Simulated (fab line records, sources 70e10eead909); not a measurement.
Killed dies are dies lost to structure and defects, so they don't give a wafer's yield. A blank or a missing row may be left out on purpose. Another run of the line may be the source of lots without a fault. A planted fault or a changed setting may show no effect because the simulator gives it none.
Matching of chambers / flow nand_harc / NHARC_A_BLC_STRIP_21 on rie_diel-11 has 4 sister chambers
The step strips in O2. 22 wafers are shown with their chamber, then 11 later ones without.

== WAFERS, EACH WITH ITS CHAMBER ==
wafer=L077.2; chamber=2; showerhead_plenum_p_Torr (Torr)=3.50; drypump_motor_current_A (A)=5.6; oes_product_au (a.u.)=1.001
wafer=L077.4; chamber=0; showerhead_plenum_p_Torr (Torr)=3.33; drypump_motor_current_A (A)=5.5; oes_product_au (a.u.)=0.997
wafer=L077.5; chamber=2; showerhead_plenum_p_Torr (Torr)=3.50; drypump_motor_current_A (A)=5.6; oes_product_au (a.u.)=1.006
wafer=L084.2; chamber=1; showerhead_plenum_p_Torr (Torr)=3.45; drypump_motor_current_A (A)=6.1; oes_product_au (a.u.)=1.010
wafer=L084.4; chamber=2; showerhead_plenum_p_Torr (Torr)=3.50; drypump_motor_current_A (A)=5.6; oes_product_au (a.u.)=1.012
wafer=L084.5; chamber=2; showerhead_plenum_p_Torr (Torr)=3.50; drypump_motor_current_A (A)=5.6; oes_product_au (a.u.)=0.998
wafer=L082.1; chamber=2; showerhead_plenum_p_Torr (Torr)=3.50; drypump_motor_current_A (A)=5.6; oes_product_au (a.u.)=1.000
wafer=L082.4; chamber=0; showerhead_plenum_p_Torr (Torr)=3.33; drypump_motor_current_A (A)=5.5; oes_product_au (a.u.)=0.990
wafer=L082.6; chamber=0; showerhead_plenum_p_Torr (Torr)=3.33; drypump_motor_current_A (A)=5.5; oes_product_au (a.u.)=0.989
wafer=L087.1; chamber=2; showerhead_plenum_p_Torr (Torr)=3.50; drypump_motor_current_A (A)=5.6; oes_product_au (a.u.)=0.993
wafer=L087.2; chamber=0; showerhead_plenum_p_Torr (Torr)=3.33; drypump_motor_current_A (A)=5.5; oes_product_au (a.u.)=0.989
wafer=L087.3; chamber=3; showerhead_plenum_p_Torr (Torr)=3.35; drypump_motor_current_A (A)=5.7; oes_product_au (a.u.)=1.011
wafer=L086.2; chamber=1; showerhead_plenum_p_Torr (Torr)=3.45; drypump_motor_current_A (A)=6.1; oes_product_au (a.u.)=0.997
wafer=L086.4; chamber=2; showerhead_plenum_p_Torr (Torr)=3.50; drypump_motor_current_A (A)=5.6; oes_product_au (a.u.)=0.987
wafer=L086.5; chamber=0; showerhead_plenum_p_Torr (Torr)=3.33; drypump_motor_current_A (A)=5.5; oes_product_au (a.u.)=0.997
wafer=L091.1; chamber=0; showerhead_plenum_p_Torr (Torr)=3.32; drypump_motor_current_A (A)=5.5; oes_product_au (a.u.)=0.986
wafer=L091.2; chamber=1; showerhead_plenum_p_Torr (Torr)=3.44; drypump_motor_current_A (A)=6.2; oes_product_au (a.u.)=1.005
wafer=L091.5; chamber=2; showerhead_plenum_p_Torr (Torr)=3.50; drypump_motor_current_A (A)=5.6; oes_product_au (a.u.)=1.001
wafer=L092.1; chamber=3; showerhead_plenum_p_Torr (Torr)=3.35; drypump_motor_current_A (A)=5.7; oes_product_au (a.u.)=1.008
wafer=L092.3; chamber=1; showerhead_plenum_p_Torr (Torr)=3.44; drypump_motor_current_A (A)=6.1; oes_product_au (a.u.)=0.997
wafer=L092.4; chamber=0; showerhead_plenum_p_Torr (Torr)=3.32; drypump_motor_current_A (A)=5.5; oes_product_au (a.u.)=0.990
wafer=L095.2; chamber=2; showerhead_plenum_p_Torr (Torr)=3.49; drypump_motor_current_A (A)=5.6; oes_product_au (a.u.)=1.008

SIGNATURES, as means of the wafers listed above
reading=showerhead_plenum_p_Torr; chamber 0=3.3271; chamber 1=3.4450; chamber 2=3.4989; chamber 3=3.3500; scatter within a chamber=0.00429
reading=drypump_motor_current_A; chamber 0=5.500; chamber 1=6.125; chamber 2=5.600; chamber 3=5.700; scatter within a chamber=0.0204
reading=oes_product_au; chamber 0=0.99114; chamber 1=1.00225; chamber 2=1.00067; chamber 3=1.00950; scatter within a chamber=0.00623
Rule: distance of a wafer from a chamber = root of the sum over the readings of ((wafer's reading minus chamber's mean) / reading's scatter) squared. The wafer belongs to the nearest chamber; if the next one is less than 2 further off, it can't be placed. The scatter is the square root of a quotient: the sum, over the shown wafers, of each reading's squared deviation from its chamber's mean, divided by wafers minus chambers.

== WAFERS WITH NO CHAMBER GIVEN ==
wafer=L095.5; showerhead_plenum_p_Torr (Torr)=3.32; drypump_motor_current_A (A)=5.5; oes_product_au (a.u.)=1.001
wafer=L095.6; showerhead_plenum_p_Torr (Torr)=3.44; drypump_motor_current_A (A)=6.2; oes_product_au (a.u.)=1.001
wafer=L094.3; showerhead_plenum_p_Torr (Torr)=3.44; drypump_motor_current_A (A)=6.2; oes_product_au (a.u.)=0.997
wafer=L094.4; showerhead_plenum_p_Torr (Torr)=3.32; drypump_motor_current_A (A)=5.5; oes_product_au (a.u.)=0.990
wafer=L094.5; showerhead_plenum_p_Torr (Torr)=3.32; drypump_motor_current_A (A)=5.5; oes_product_au (a.u.)=0.987
wafer=L096.1; showerhead_plenum_p_Torr (Torr)=3.35; drypump_motor_current_A (A)=5.7; oes_product_au (a.u.)=1.018
wafer=L096.3; showerhead_plenum_p_Torr (Torr)=3.32; drypump_motor_current_A (A)=5.5; oes_product_au (a.u.)=0.992
wafer=L096.5; showerhead_plenum_p_Torr (Torr)=3.35; drypump_motor_current_A (A)=5.7; oes_product_au (a.u.)=1.017
wafer=L097.1; showerhead_plenum_p_Torr (Torr)=3.32; drypump_motor_current_A (A)=5.5; oes_product_au (a.u.)=0.983
wafer=L097.2; showerhead_plenum_p_Torr (Torr)=3.49; drypump_motor_current_A (A)=5.6; oes_product_au (a.u.)=0.995
wafer=L097.5; showerhead_plenum_p_Torr (Torr)=3.32; drypump_motor_current_A (A)=5.5; oes_product_au (a.u.)=0.990

== EACH ONE'S CHAMBER ==
wafer=L095.5; from the rows above=0; in truth=0
wafer=L095.6; from the rows above=1; in truth=1
wafer=L094.3; from the rows above=1; in truth=1
wafer=L094.4; from the rows above=0; in truth=0
wafer=L094.5; from the rows above=0; in truth=0
wafer=L096.1; from the rows above=3; in truth=3
wafer=L096.3; from the rows above=0; in truth=0
wafer=L096.5; from the rows above=3; in truth=3
wafer=L097.1; from the rows above=0; in truth=0
wafer=L097.2; from the rows above=2; in truth=2
wafer=L097.5; from the rows above=0; in truth=0
Placed correctly: 11 of 11. Number that these rows cannot place: 0. Wrongly placed: 0.
